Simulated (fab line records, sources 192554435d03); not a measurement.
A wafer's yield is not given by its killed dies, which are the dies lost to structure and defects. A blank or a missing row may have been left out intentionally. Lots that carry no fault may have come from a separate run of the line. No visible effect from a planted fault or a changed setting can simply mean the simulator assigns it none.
Which tool is to blame? / flow n5-finfet / 8 lots with 24 wafers sampled at 7 steps, on a route of 1938 steps

## WHAT THE GAUGES READ, wafer by wafer
N5_SD_EPI_P_OVL_MEAS_10.
lot=L734; measured=day 3 17:14; on=overlay-02; SD_P_BLK_OVL (nm)=0.1 -0.1 -1.0
lot=L741; measured=day 5 16:58; on=overlay-01; SD_P_BLK_OVL (nm)=0.8 0.5 0.2
lot=L743; measured=day 6 02:17; on=overlay-02; SD_P_BLK_OVL (nm)=-1.2 0.7 -0.7
lot=L749; measured=day 7 11:40; on=overlay-02; SD_P_BLK_OVL (nm)=0.1 0.5 0.3
lot=L750; measured=day 7 17:34; on=overlay-01; SD_P_BLK_OVL (nm)=2.0 0.8 0.7
lot=L751; measured=day 7 22:20; on=overlay-01; SD_P_BLK_OVL (nm)=0.2 0.0 0.0
lot=L753; measured=day 8 12:22; on=overlay-02; SD_P_BLK_OVL (nm)=0.3 -1.0 -0.6
lot=L755; measured=day 9 05:07; on=overlay-02; SD_P_BLK_OVL (nm)=-0.4 0.7 -0.1

N5_SD_EPI_P_INSPECT_26: inspects for defects (darkfield).
lot=L734; measured=day 3 22:03; on=defect-inspect-02; raw-defect-count=165 183 172
lot=L741; measured=day 5 20:47; on=defect-inspect-01; raw-defect-count=122 150 178
lot=L743; measured=day 6 06:05; on=defect-inspect-01; raw-defect-count=135 153 161
lot=L749; measured=day 7 15:26; on=defect-inspect-01; raw-defect-count=692 751 710
lot=L750; measured=day 7 21:24; on=defect-inspect-02; raw-defect-count=692 702 701
lot=L751; measured=day 8 03:04; on=defect-inspect-02; raw-defect-count=140 217 198
lot=L753; measured=day 8 17:01; on=defect-inspect-02; raw-defect-count=138 157 95
lot=L755; measured=day 9 09:17; on=defect-inspect-02; raw-defect-count=170 142 140

N5_SD_ACTIVATION_INSPECT_02: inspects for defects (darkfield).
lot=L734; measured=day 3 22:54; on=defect-inspect-01; raw-defect-count=178 191 184
lot=L741; measured=day 5 21:42; on=defect-inspect-02; raw-defect-count=117 150 161
lot=L743; measured=day 6 06:50; on=defect-inspect-01; raw-defect-count=133 154 177
lot=L749; measured=day 7 16:12; on=defect-inspect-01; raw-defect-count=696 739 707
lot=L750; measured=day 7 22:11; on=defect-inspect-02; raw-defect-count=698 681 695
lot=L751; measured=day 8 03:49; on=defect-inspect-02; raw-defect-count=157 215 192
lot=L753; measured=day 8 17:47; on=defect-inspect-01; raw-defect-count=141 158 102
lot=L755; measured=day 9 10:13; on=defect-inspect-01; raw-defect-count=184 146 160

N5_BEOL_M4_RC_MEAS_101.
lot=L734; measured=day 10 12:52; on=prober-01; DIBL_N (mV/V)=35.6 34.9 35.7; DIBL_P (mV/V)=36.9 35.4 35.9; IOFF_N (nA/um)=0.152 0.134 0.153; IOFF_P (nA/um)=0.178 0.170 0.178; ION_N (uA/um)=669 670 671; ION_P (uA/um)=451 456 455; SS_N (mV/dec)=71.1 71.3 72.0; SS_P (mV/dec)=73.6 73.3 73.3; VT_N (mV)=248.7 249.2 251.5; VT_P (mV)=-253.7 -252.4 -253.4
lot=L741; measured=day 13 23:12; on=prober-02; DIBL_N (mV/V)=35.9 35.7 35.2; DIBL_P (mV/V)=36.0 35.8 35.6; IOFF_N (nA/um)=0.138 0.138 0.128; IOFF_P (nA/um)=0.162 0.165 0.158; ION_N (uA/um)=662 671 668; ION_P (uA/um)=451 455 456; SS_N (mV/dec)=71.5 71.1 70.8; SS_P (mV/dec)=73.4 72.9 72.3; VT_N (mV)=250.9 253.8 255.3; VT_P (mV)=-255.3 -253.9 -256.4
lot=L743; measured=day 14 12:06; on=prober-01; DIBL_N (mV/V)=37.2 38.5 36.4; DIBL_P (mV/V)=36.9 38.1 36.1; IOFF_N (nA/um)=0.151 0.178 0.139; IOFF_P (nA/um)=0.183 0.206 0.181; ION_N (uA/um)=670 664 658; ION_P (uA/um)=455 452 447; SS_N (mV/dec)=71.2 72.3 71.2; SS_P (mV/dec)=73.8 73.0 73.0; VT_N (mV)=251.3 250.4 253.2; VT_P (mV)=-253.2 -249.8 -252.0
lot=L749; measured=day 16 16:17; on=prober-01; DIBL_N (mV/V)=36.3 36.7 35.7; DIBL_P (mV/V)=36.6 36.6 35.8; IOFF_N (nA/um)=0.168 0.178 0.158; IOFF_P (nA/um)=0.226 0.231 0.221; ION_N (uA/um)=687 688 690; ION_P (uA/um)=470 471 471; SS_N (mV/dec)=71.9 71.6 71.9; SS_P (mV/dec)=73.7 74.1 73.8; VT_N (mV)=247.1 243.7 247.6; VT_P (mV)=-248.9 -246.9 -246.9
lot=L750; measured=day 17 01:21; on=prober-02; DIBL_N (mV/V)=38.3 37.5 36.9; DIBL_P (mV/V)=37.3 35.8 35.6; IOFF_N (nA/um)=0.176 0.154 0.149; IOFF_P (nA/um)=0.236 0.206 0.204; ION_N (uA/um)=677 680 669; ION_P (uA/um)=462 465 457; SS_N (mV/dec)=71.2 71.6 71.5; SS_P (mV/dec)=73.9 73.1 73.6; VT_N (mV)=245.9 252.5 250.5; VT_P (mV)=-248.3 -249.6 -249.6
lot=L751; measured=day 17 07:20; on=prober-02; DIBL_N (mV/V)=36.7 37.0 35.8; DIBL_P (mV/V)=36.8 37.5 35.6; IOFF_N (nA/um)=0.160 0.168 0.143; IOFF_P (nA/um)=0.218 0.219 0.199; ION_N (uA/um)=677 684 665; ION_P (uA/um)=467 468 463; SS_N (mV/dec)=71.3 70.9 71.3; SS_P (mV/dec)=73.0 72.6 73.0; VT_N (mV)=248.6 249.9 249.8; VT_P (mV)=-247.3 -248.5 -250.6
lot=L753; measured=day 16 08:40; on=prober-01; DIBL_N (mV/V)=34.9 34.3 34.9; DIBL_P (mV/V)=37.6 36.8 36.6; IOFF_N (nA/um)=0.168 0.150 0.157; IOFF_P (nA/um)=0.241 0.235 0.232; ION_N (uA/um)=668 673 665; ION_P (uA/um)=470 472 465; SS_N (mV/dec)=70.4 71.7 71.8; SS_P (mV/dec)=73.3 73.1 72.6; VT_N (mV)=247.3 249.5 251.7; VT_P (mV)=-247.3 -244.4 -248.7
lot=L755; measured=day 16 04:41; on=prober-02; DIBL_N (mV/V)=37.2 38.7 37.2; DIBL_P (mV/V)=36.6 36.8 35.6; IOFF_N (nA/um)=0.171 0.196 0.161; IOFF_P (nA/um)=0.241 0.250 0.223; ION_N (uA/um)=678 671 674; ION_P (uA/um)=467 461 464; SS_N (mV/dec)=72.2 72.8 71.9; SS_P (mV/dec)=73.7 73.2 73.3; VT_N (mV)=251.6 246.3 247.5; VT_P (mV)=-246.2 -246.9 -249.5

## WHAT TOOL EACH LOT RAN ON (gives the tool, then ch and the chambers of the sampled wafers, and finally the start)
lot=L734; N5_SD_EPI_P_ETCH_36=rie-diel-06 ch 1,2, day 3 17:19; N5_SD_EPI_P_ETCHBACK_46=rie-diel-06 ch 1,2, day 3 17:42; N5_SD_EPI_P_PRECLEAN_33=wet-bench-04 ch 0,3,5, day 3 22:00
lot=L741; N5_SD_EPI_P_ETCH_36=rie-diel-03 ch 1,2,3, day 5 17:05; N5_SD_EPI_P_ETCHBACK_46=rie-diel-03 ch 1,2,3, day 5 17:28; N5_SD_EPI_P_PRECLEAN_33=wet-bench-02 ch 1,5,7, day 5 20:43
lot=L743; N5_SD_EPI_P_ETCH_36=rie-diel-06 ch 1,3, day 6 02:23; N5_SD_EPI_P_ETCHBACK_46=rie-diel-06 ch 1,3, day 6 02:46; N5_SD_EPI_P_PRECLEAN_33=wet-bench-02 ch 0,4,7, day 6 06:01
lot=L749; N5_SD_EPI_P_ETCH_36=rie-diel-06 ch 0,2,3, day 7 11:46; N5_SD_EPI_P_ETCHBACK_46=rie-diel-06 ch 0,2,3, day 7 12:08; N5_SD_EPI_P_PRECLEAN_33=wet-bench-02 ch 0,3,5, day 7 15:23
lot=L750; N5_SD_EPI_P_ETCH_36=rie-diel-06 ch 0,1,3, day 7 17:43; N5_SD_EPI_P_ETCHBACK_46=rie-diel-06 ch 0,1,3, day 7 18:06; N5_SD_EPI_P_PRECLEAN_33=wet-bench-02 ch 1,2,3, day 7 21:21
lot=L751; N5_SD_EPI_P_ETCH_36=rie-diel-01 ch 0,2, day 7 22:31; N5_SD_EPI_P_ETCHBACK_46=rie-diel-01 ch 0,2, day 7 22:54; N5_SD_EPI_P_PRECLEAN_33=wet-bench-04 ch 0,3,4, day 8 03:01
lot=L753; N5_SD_EPI_P_ETCH_36=rie-diel-06 ch 1,2,3, day 8 12:29; N5_SD_EPI_P_ETCHBACK_46=rie-diel-06 ch 1,2,3, day 8 12:52; N5_SD_EPI_P_PRECLEAN_33=wet-bench-01 ch 2,4,6, day 8 16:58
lot=L755; N5_SD_EPI_P_ETCH_36=rie-diel-06 ch 1,2, day 9 05:35; N5_SD_EPI_P_ETCHBACK_46=rie-diel-06 ch 1,2, day 9 05:58; N5_SD_EPI_P_PRECLEAN_33=wet-bench-04 ch 1,2,6, day 9 09:14
- N5_SD_EPI_P_ETCH_36: etches SiARC in CF4, target depth 45.5 nm, time 75.8 s.
- N5_SD_EPI_P_ETCHBACK_46: etches SiNx in CH3F/O2, stops on SiO2, target depth 17.5 nm.
- N5_SD_EPI_P_PRECLEAN_33: cleans in SC2, time 45 s.

## WHAT THE TOOLS THEMSELVES READ (means of the sampled wafers that have a number; where no wafer has one, the mark that the record gives instead)
N5_SD_EPI_P_ETCH_36.
lot=L734; tool=rie-diel-06; drypump-motor-current-A (A)=6.0; etch-rf-on-time-s (s)=75.6; oes-product-au (a.u.)=0.62; rf-vpp-V (V)=184.5; showerhead-plenum-p-Torr (Torr)=2.14; throttle-valve-pct (%)=15.83
lot=L741; tool=rie-diel-03; drypump-motor-current-A (A)=5.8; etch-rf-on-time-s (s)=74.8; oes-product-au (a.u.)=0.70; rf-vpp-V (V)=184.7; showerhead-plenum-p-Torr (Torr)=2.16; throttle-valve-pct (%)=15.45
lot=L743; tool=rie-diel-06; drypump-motor-current-A (A)=6.1; etch-rf-on-time-s (s)=76.3; oes-product-au (a.u.)=0.58; rf-vpp-V (V)=183.3; showerhead-plenum-p-Torr (Torr)=2.09; throttle-valve-pct (%)=15.87
lot=L749; tool=rie-diel-06; drypump-motor-current-A (A)=5.9; etch-rf-on-time-s (s)=75.9; oes-product-au (a.u.)=0.65; rf-vpp-V (V)=183.9; showerhead-plenum-p-Torr (Torr)=2.14; throttle-valve-pct (%)=15.52
lot=L750; tool=rie-diel-06; drypump-motor-current-A (A)=6.2; etch-rf-on-time-s (s)=74.9; oes-product-au (a.u.)=0.70; rf-vpp-V (V)=183.2; showerhead-plenum-p-Torr (Torr)=2.12; throttle-valve-pct (%)=15.55
lot=L751; tool=rie-diel-01; drypump-motor-current-A (A)=5.6; etch-rf-on-time-s (s)=75.7; oes-product-au (a.u.)=0.73; rf-vpp-V (V)=184.2; showerhead-plenum-p-Torr (Torr)=2.15; throttle-valve-pct (%)=15.70
lot=L753; tool=rie-diel-06; drypump-motor-current-A (A)=5.9; etch-rf-on-time-s (s)=75.1; oes-product-au (a.u.)=0.70; rf-vpp-V (V)=182.7; showerhead-plenum-p-Torr (Torr)=2.10; throttle-valve-pct (%)=15.54
lot=L755; tool=rie-diel-06; drypump-motor-current-A (A)=6.0; etch-rf-on-time-s (s)=75.0; oes-product-au (a.u.)=0.76; rf-vpp-V (V)=183.0; showerhead-plenum-p-Torr (Torr)=2.13; throttle-valve-pct (%)=15.57

N5_SD_EPI_P_ETCHBACK_46.
lot=L734; tool=rie-diel-06; drypump-motor-current-A (A)=6.0; oes_o_777_au (a.u.)=0.74; oes-product-au (a.u.)=0.63; rf-vpp-V (V)=293; showerhead-plenum-p-Torr (Torr)=2.00; throttle-valve-pct (%)=16.57
lot=L741; tool=rie-diel-03; drypump-motor-current-A (A)=5.8; oes_o_777_au (a.u.)=0.81; oes-product-au (a.u.)=0.69; rf-vpp-V (V)=296; showerhead-plenum-p-Torr (Torr)=2.02; throttle-valve-pct (%)=16.17
lot=L743; tool=rie-diel-06; drypump-motor-current-A (A)=6.1; oes_o_777_au (a.u.)=0.68; oes-product-au (a.u.)=0.58; rf-vpp-V (V)=292; showerhead-plenum-p-Torr (Torr)=1.95; throttle-valve-pct (%)=16.59
lot=L749; tool=rie-diel-06; drypump-motor-current-A (A)=5.9; oes_o_777_au (a.u.)=0.77; oes-product-au (a.u.)=0.65; rf-vpp-V (V)=296; showerhead-plenum-p-Torr (Torr)=2.00; throttle-valve-pct (%)=16.28
lot=L750; tool=rie-diel-06; drypump-motor-current-A (A)=6.2; oes_o_777_au (a.u.)=0.82; oes-product-au (a.u.)=0.69; rf-vpp-V (V)=294; showerhead-plenum-p-Torr (Torr)=1.98; throttle-valve-pct (%)=16.29
lot=L751; tool=rie-diel-01; drypump-motor-current-A (A)=5.6; oes_o_777_au (a.u.)=0.85; oes-product-au (a.u.)=0.73; rf-vpp-V (V)=299; showerhead-plenum-p-Torr (Torr)=2.01; throttle-valve-pct (%)=16.42
lot=L753; tool=rie-diel-06; drypump-motor-current-A (A)=5.9; oes_o_777_au (a.u.)=0.82; oes-product-au (a.u.)=0.69; rf-vpp-V (V)=293; showerhead-plenum-p-Torr (Torr)=1.96; throttle-valve-pct (%)=16.29
lot=L755; tool=rie-diel-06; drypump-motor-current-A (A)=6.0; oes_o_777_au (a.u.)=0.89; oes-product-au (a.u.)=0.76; rf-vpp-V (V)=292; showerhead-plenum-p-Torr (Torr)=1.99; throttle-valve-pct (%)=16.31

## THE ANSWER, worked out from the rows above alone
Rule: what is usual is taken from the lots themselves. The widest of any qualifying gaps counts: lots, ordered by their means at a reading, are off when they make up no more than a third of the lots, leave a main group of 4 or more, and stand apart from it by 3 or more times the standard deviation of that group's means. A main group is skipped when, at the precision printed for the reading in the tables above, its means are all equal. Also off: a lot with no number at a reading for which 4 or more lots have one. Where the step has rows for the other lots, those lots are counted as sound. First the gauges in route order, then the tools' own readings, where a lot's mean is used as printed above. At the first step where some lot is off, the reading lying furthest off is the one used; lots without a number count as furthest.
Off: L749, L750, at N5_SD_EPI_P_INSPECT_26 (raw-defect-count). Mean 156 and standard deviation 18 in the main group.
If a tool, at a process step before that reading, ran all the lots that are off and no sound lot after the first of them, it fits. Gauges at N5_SD_EPI_P_INSPECT_26: tried the same way as those tools. One fits: N5_SD_EPI_P_PRECLEAN_33 on wet-bench-02. Its last sound lot is L743 (day 6 06:01), its first lot that is off L749 (day 7 15:23): a fault that began between those two fits.

## WHAT THE SIMULATOR HAD INSERTED
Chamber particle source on wet-bench-02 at N5_SD_EPI_P_PRECLEAN_33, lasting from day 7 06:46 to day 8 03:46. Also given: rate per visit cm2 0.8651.
Shown lots that were struck: L749, L750. The rule above reached the same finding.
